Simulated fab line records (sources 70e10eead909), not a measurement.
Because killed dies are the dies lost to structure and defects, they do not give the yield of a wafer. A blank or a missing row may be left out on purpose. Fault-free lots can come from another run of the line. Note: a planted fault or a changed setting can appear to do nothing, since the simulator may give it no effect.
Matching of chambers + flow nand harc + NHARC_A_SGD_CUT_ETCH_58 on rie diel-02 has 4 sister chambers
The step etches the open film in CF4, target depth 39 nm, time 65 s. 18 wafers are shown with their chamber, then 9 later ones without.

== WAFERS WITH THEIR CHAMBER ==
| wafer  | chamber | drypump motor current A (A) | showerhead plenum p Torr (Torr) | oes product au (a.u.) |
|--------|---------|-----------------------------|---------------------------------|-----------------------|
| L075.3 | 2       | 5.7                         | 1.75                            | 0.998                 |
| L075.5 | 3       | 5.4                         | 1.77                            | 1.014                 |
| L075.6 | 2       | 5.7                         | 1.75                            | 1.002                 |
| L074.1 | 1       | 5.9                         | 1.66                            | 1.000                 |
| L074.4 | 2       | 5.7                         | 1.75                            | 0.999                 |
| L074.6 | 1       | 5.9                         | 1.66                            | 0.999                 |
| L083.2 | 1       | 5.9                         | 1.66                            | 1.018                 |
| L083.5 | 3       | 5.4                         | 1.77                            | 1.013                 |
| L083.6 | 2       | 5.7                         | 1.74                            | 1.012                 |
| L089.2 | 0       | 6.5                         | 1.70                            | 0.988                 |
| L089.3 | 3       | 5.4                         | 1.77                            | 0.998                 |
| L089.6 | 3       | 5.4                         | 1.77                            | 1.008                 |
| L090.1 | 0       | 6.5                         | 1.70                            | 0.991                 |
| L090.2 | 1       | 5.9                         | 1.66                            | 1.021                 |
| L090.3 | 2       | 5.7                         | 1.74                            | 1.004                 |
| L092.1 | 2       | 5.7                         | 1.74                            | 1.026                 |
| L092.2 | 1       | 6.0                         | 1.66                            | 1.027                 |
| L092.5 | 2       | 5.7                         | 1.74                            | 1.002                 |

SIGNATURES (means of the wafers above)
| reading                  | chamber 0 | chamber 1 | chamber 2 | chamber 3 | scatter within a chamber |
|--------------------------|-----------|-----------|-----------|-----------|--------------------------|
| drypump motor current A  | 6.500     | 5.920     | 5.700     | 5.400     | 0.0239                   |
| showerhead plenum p Torr | 1.7000    | 1.6600    | 1.7443    | 1.7700    | 0.0035                   |
| oes product au           | 0.98950   | 1.01300   | 1.00614   | 1.00825   | 0.01                     |
Rule: distance of a wafer from a chamber = root of the sum over the readings of ((wafer's reading minus chamber's mean) / reading's scatter) squared. The wafer belongs to the nearest chamber; if the next one is less than 2 further off, it can't be placed. How the scatter is found: for the shown wafers, subtract from each reading the mean of its chamber, square and add these, divide the total by (wafers less chambers), then take the root.

== WAFERS WHOSE CHAMBER IS MISSING ==
| wafer  | drypump motor current A (A) | showerhead plenum p Torr (Torr) | oes product au (a.u.) |
|--------|-----------------------------|---------------------------------|-----------------------|
| L093.1 | 5.4                         | 1.77                            | 1.015                 |
| L093.2 | 6.6                         | 1.70                            | 0.999                 |
| L093.5 | 5.4                         | 1.76                            | 1.023                 |
| L095.1 | 6.5                         | 1.70                            | 0.987                 |
| L095.2 | 5.9                         | 1.66                            | 1.003                 |
| L095.3 | 5.7                         | 1.74                            | 1.017                 |
| L096.1 | 6.5                         | 1.70                            | 0.982                 |
| L096.3 | 5.7                         | 1.74                            | 1.017                 |
| L096.4 | 5.4                         | 1.76                            | 1.012                 |

== WHICH CHAMBER EACH WENT THROUGH ==
| wafer  | from the rows above | in truth |
|--------|---------------------|----------|
| L093.1 | 3                   | 3        |
| L093.2 | 0                   | 0        |
| L093.5 | 3                   | 3        |
| L095.1 | 0                   | 0        |
| L095.2 | 1                   | 1        |
| L095.3 | 2                   | 2        |
| L096.1 | 0                   | 0        |
| L096.3 | 2                   | 2        |
| L096.4 | 3                   | 3        |
Placed correctly: 9 of 9. Number that these rows cannot place: 0. Wrongly placed: 0.
